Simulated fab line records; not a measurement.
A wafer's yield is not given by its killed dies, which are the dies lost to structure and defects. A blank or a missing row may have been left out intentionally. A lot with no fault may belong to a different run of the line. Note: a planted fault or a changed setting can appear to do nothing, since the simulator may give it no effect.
A lot that was struck, set against a sound lot :: flow n5_finfet :: 18 out of 1938 route steps
Sound: these wafers, L246.3, L246.4, L246.5. The struck wafers were L244.2, L244.3. The cause is given at the end.
Per side, at each step with rows, come the tool, then ch with its chambers, and then its first start. Under that, the readings that differ: sound wafers :: struck wafers :: difference of the means :: sigmas: that difference in standard deviations of wafers without a fault.
alike: words and numbers the same on both sides, and readings whose means are apart by under 2 such deviations; not compared: readings that were withheld, readings missing a value for some wafer, numbers with overlapping values and no deviation given by the record, and bounds like >300 which may hide the same value.
Wherever a step has rows on one side only, a row that says differs or no value, or a row with sigmas, the two part there. When numbers do not overlap yet have no deviation, they are printed without sigmas and do not part them. Lack of a reading on every wafer of one side parts them only where that side has two or more wafers.

first, 5 steps without rows for these wafers: N5_SD_EPI_N_EBR_05; N5_SD_EPI_N_SOFTBAKE_04 (time 60 s); N5_SD_EPI_N_EXPOSE_06 (exposes mask SD N BLK, target cd 120 nm); N5_SD_EPI_N_PEB_07 (peb time 60 s); N5_SD_EPI_N_DEVELOP_08 (develop time 30 s).
N5_SD_EPI_N_CD_MEAS_09 targets a cd of 120 nm.
  sound on cd_sem-02 ch 0, day 8 13:25; struck on cd_sem-02 ch 0, day 8 00:13
  alike: cd_nm
N5_SD_EPI_N_OVL_MEAS_10:
  sound on overlay-01 ch 0, day 8 13:26; struck on overlay-01 ch 0, day 8 00:14
  alike: SD_N_BLK_OVL
N5_SD_EPI_N_INSPECT_11: inspects for defects (macro).
  sound: defect_inspect-02 at day 8 13:28; struck: defect_inspect-02 at day 8 00:16
  alike: raw_defect_count
N5_SD_EPI_N_DESCUM_14: chemistry O2, time 7.9 s.
  sound on rie_diel-04 ch 1,3, day 8 13:44; struck on rie_diel-05 ch 0,3, day 8 00:18
  alike: drypump_motor_current_A, oes_product_au, rf_vpp_V, showerhead_plenum_p_Torr, temp_c, throttle_valve_pct
  not compared: rf_hours_counter_h
N5_SD_EPI_N_ETCH_34: etches SiARC in CF4, target depth 45.5 nm, time 75.8 s.
  sound on rie_diel-04 ch 1,3, day 8 13:46; struck on rie_diel-05 ch 0,3, day 8 00:20
  alike: drypump_motor_current_A, etch_rf_on_time_s, oes_product_au, rf_vpp_V, showerhead_plenum_p_Torr, throttle_valve_pct
  not compared: rf_hours_counter_h
N5_SD_EPI_N_ETCH_35: etches SOC in N2/H2, overetch 108 nm, time 486 s.
  sound on rie_diel-04 ch 1,3, day 8 13:49; struck on rie_diel-05 ch 0,3, day 8 00:23
  alike: drypump_motor_current_A, n2_flow_sccm, oes_product_au, rf_vpp_V, showerhead_plenum_p_Torr, temp_c, throttle_valve_pct
  not compared: rf_hours_counter_h
then, 1 step without rows for these wafers: N5_SD_EPI_N_STRIP_36 (strips in N2/H2).
N5_SD_EPI_N_ETCHBACK_44: etches SiNx in CH3F/O2, stops on SiO2, target depth 14.5 nm.
  sound on rie_diel-04 ch 1,3, day 8 14:08; struck on rie_diel-05 ch 0,3, day 8 00:43
reading: over_etch_frac
sound: 0.3 0.3 0.3
struck: 0.45767 0.45767
difference: +0.15767
sigmas: 
  alike: drypump_motor_current_A, oes_ar_750_au, oes_product_au, rf_vpp_V, showerhead_plenum_p_Torr, throttle_valve_pct
  not compared: rf_hours_counter_h, model.SiARC_of_SD_EPI_N_COAT_33.thk_nm
N5_SD_EPI_N_ETCH_45: etches SiOCN in CH3F/O2, target depth 6 nm.
  sound on rie_diel-04 ch 1,3, day 8 14:14; struck on rie_diel-05 ch 0,3, day 8 00:49
  alike: drypump_motor_current_A, oes_product_au, rf_vpp_V, showerhead_plenum_p_Torr, throttle_valve_pct
  not compared: rf_hours_counter_h
N5_SD_EPI_N_ETCH_16: etches SiO2 in CHF3/O2, target depth 5 nm.
  sound on rie_diel-04 ch 1,3, day 8 14:20; struck on rie_diel-05 ch 0,3, day 8 00:55
  alike: CHF3_flow_sccm, drypump_motor_current_A, oes_ar_750_au, oes_product_au, rf_vpp_V, showerhead_plenum_p_Torr, throttle_valve_pct
  not compared: rf_hours_counter_h, model.SiARC_of_SD_EPI_N_COAT_33.thk_nm
then, 1 step without rows for these wafers: N5_SD_EPI_N_STRIP_47 (strips in CHF3/O2).
-- record jumps: 5 days separate the struck wafers' starts on either side; left off in module SD_EPI_N, taken up again in module BEOL_M4, whose first shown step is the route's number 1111 --
N5_BEOL_M4_RC_MEAS_101:
  sound on prober-01 ch 0, day 13 06:36; struck on prober-02 ch 0, day 12 14:52
  alike: DIBL_N, DIBL_P, IOFF_N, IOFF_P, ION_N, ION_P, SS_N, SS_P, VT_N, VT_P
N5_PASSIVATION_PROBE_49:
  the record holds rows for the sound wafers here (prober-01, day 17 07:23) but none for the struck ones

== WHERE THEY PART ==
At N5_PASSIVATION_PROBE_49 and nowhere else, as far as this record goes.

WHY: whatever the simulator had introduced
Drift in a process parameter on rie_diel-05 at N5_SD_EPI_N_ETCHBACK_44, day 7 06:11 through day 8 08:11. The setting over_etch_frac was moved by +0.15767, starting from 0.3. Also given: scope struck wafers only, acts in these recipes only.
